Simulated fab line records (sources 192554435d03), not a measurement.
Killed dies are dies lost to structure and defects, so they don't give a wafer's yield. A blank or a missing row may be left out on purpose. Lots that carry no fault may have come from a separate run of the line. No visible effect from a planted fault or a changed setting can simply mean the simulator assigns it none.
Chamber matching ; flow n5 finfet ; 4 sister chambers for N5_BEOL_M0_SAQP_DESCUM_19 on rie diel-06
The step chemistry O2, time 7.9 s. 14 wafers are shown with their chamber, then 7 later ones without.

## WAFERS, EACH WITH ITS CHAMBER
wafer;chamber;throttle valve pct (%);drypump motor current A (A);showerhead plenum p Torr (Torr)
L077.2;0;20.36;5.9;2.17
L077.4;1;20.52;6.8;2.15
L077.5;1;20.52;6.8;2.15
L081.2;1;20.54;6.8;2.15
L081.3;0;20.37;5.9;2.17
L081.4;3;20.24;5.9;2.10
L084.1;2;19.92;5.4;2.06
L084.3;3;20.23;6.0;2.10
L084.5;1;20.54;6.7;2.15
L088.1;3;20.23;6.0;2.10
L088.2;1;20.54;6.8;2.15
L088.4;2;19.90;5.5;2.05
L092.3;3;20.26;5.9;2.09
L092.5;1;20.57;6.8;2.14

SIGNATURES, as means of the wafers listed above
reading;chamber 0;chamber 1;chamber 2;chamber 3;scatter within a chamber
throttle valve pct;20.3650;20.5383;19.9100;20.2400;0.0159
drypump motor current A;5.900;6.783;5.450;5.950;0.0483
showerhead plenum p Torr;2.1700;2.1483;2.0550;2.0975;0.00456
Rule: a wafer's distance from a chamber is the root of the sum, over the readings, of the square of ((its reading less the chamber's mean) divided by the reading's scatter). If the next closest chamber is less than 2 further off than the closest, the wafer can't be placed; otherwise it belongs to the closest. The scatter: the root of (the sum of the squares of (reading less its chamber's mean) over the shown wafers, divided by (wafers less chambers)).

## WAFERS WITH NO CHAMBER GIVEN
wafer;throttle valve pct (%);drypump motor current A (A);showerhead plenum p Torr (Torr)
L092.6;20.38;5.9;2.16
L094.2;19.92;5.4;2.05
L094.4;20.39;5.9;2.16
L094.5;20.27;6.0;2.09
L096.1;20.28;6.0;2.09
L096.2;20.56;6.7;2.14
L096.4;20.39;5.9;2.16

## EACH ONE'S CHAMBER
wafer;from the rows above;in truth
L092.6;0;0
L094.2;2;2
L094.4;0;0
L094.5;3;3
L096.1;3;3
L096.2;1;1
L096.4;0;0
Correct placement for 7 of the 7. Not placeable from these rows: 0. Placed wrongly: 0.
